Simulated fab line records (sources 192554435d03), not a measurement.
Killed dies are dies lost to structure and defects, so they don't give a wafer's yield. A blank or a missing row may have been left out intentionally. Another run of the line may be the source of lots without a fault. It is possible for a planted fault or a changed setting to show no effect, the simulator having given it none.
A lot that was struck, set against a sound lot | flow n5Finfet | 14 steps out of a route of 1938
Sound: these wafers, L404.1, L404.3, L404.5. Struck: wafer L420.1 (left out: L420.2, L420.4 of the same lot, which were not struck); the cause appears at the end.
At each step with rows: each side's tool, then ch and its chambers, then its first start. Under that, the readings that differ: sound wafers | struck wafers | difference of the means | sigmas: that difference in standard deviations of wafers without a fault.
alike: same words and numbers on both sides, and readings whose means sit less than 2 such deviations apart. not compared: any withheld reading, any reading some wafer has no value for, any bound like >300 that may hide the same value, and any number with overlapping values for which the record gives no deviation.
Wherever a step has rows on one side only, a row that says differs or no value, or a row with sigmas, the two part there. Numbers that have no deviation but don't overlap get no sigmas and don't part them. A reading missing from all wafers of one side parts the sides only when that side holds two or more wafers.

first, 7 steps without rows for these wafers: N5_PASSIVATION_COAT_24; N5_PASSIVATION_EBR_26; N5_PASSIVATION_SOFTBAKE_25 (time 90 s); N5_PASSIVATION_EXPOSE_27 (exposes mask PAD, defocus 0 nm); N5_PASSIVATION_PEB_28; N5_PASSIVATION_DEVELOP_29 (develop time 60 s); N5_PASSIVATION_HARDBAKE_31 (time 120 s).
N5_PASSIVATION_CD_MEAS_30 targets a cd of 4000 nm.
  sound on cdSem-03 ch 0, day 13 08:55; struck on cdSem-01 ch 0, day 17 05:08
reading   | sound                | struck | difference | sigmas
cdNm (nm) | 4000.7 3998.8 4001.8 | 4004.9 | +4.5       | +2
N5_PASSIVATION_OVL_MEAS_63:
  sound on overlay-02 ch 0, day 13 08:57; struck on overlay-01 ch 0, day 17 05:10
  alike: PAD_OVL
N5_PASSIVATION_INSPECT_64: inspects for defects (macro).
  sound on defectInspect-02, day 13 08:59; struck on defectInspect-01, day 17 05:11
  alike: rawDefectCount
N5_PASSIVATION_DESCUM_32: chemistry O2, time 7.9 s.
  sound on rieDiel-03 ch 0,3, day 13 09:01; struck on rieDiel-01 ch 1, day 17 05:16
reading         | sound             | struck | difference | sigmas
rfFwdPowerW (W) | 49.71 49.78 49.86 | 50.22  | +0.44      | +2
  alike: drypumpMotorCurrentA, oesProductAu, rfVppV, showerheadPlenumPTorr, throttleValvePct
  not compared: rfHoursCounterH
N5_PASSIVATION_AL_ETCH_33: etches Al in Cl2/BCl3, stops on TaN, target depth 2800 nm, time 466.7 s.
  sound on rieMetal-02 ch 1, day 13 09:06; struck on rieMetal-02 ch 1, day 17 05:21
  alike: drypumpMotorCurrentA, oesProductAu, rfFwdPowerW, throttleValvePct
  not compared: rfHoursCounterH
N5_PASSIVATION_ETCH_59: etches TaN in Cl2/BCl3, target depth 65 nm, time 34.9 s.
  sound on rieMetal-02 ch 1, day 13 09:30; struck on rieMetal-02 ch 1, day 17 05:45
reading                 | sound             | struck | difference | sigmas
oesProductAu (a.u.)     | 0.70 0.70 0.70    | 0.95   | +0.25      | +2
rfFwdPowerW (W)         | 894 897 899       | 889    | -8         | -2
throttleValvePct (%)    | 21.37 21.36 21.38 | 20.68  | -0.69      | -3
model.etch.depthNm (nm) | 64.97 65.1 64.73  | 98.67  | +33.74     | 
  alike: drypumpMotorCurrentA
  not compared: rfHoursCounterH
N5_PASSIVATION_STRIP_34: strips in O2.
  sound on rieDiel-01 ch 0,1, day 13 09:37; struck on rieDiel-03 ch 0, day 17 05:52
  alike: drypumpMotorCurrentA, oesProductAu, rfVppV, showerheadPlenumPTorr, throttleValvePct
  not compared: rfHoursCounterH

== WHERE THEY PART ==
At N5_PASSIVATION_CD_MEAS_30 first; at N5_PASSIVATION_ETCH_59 last (within this record only). Later steps at which nothing parts them and some readings are alike: N5_PASSIVATION_STRIP_34.

WHY: the cause the simulator had injected
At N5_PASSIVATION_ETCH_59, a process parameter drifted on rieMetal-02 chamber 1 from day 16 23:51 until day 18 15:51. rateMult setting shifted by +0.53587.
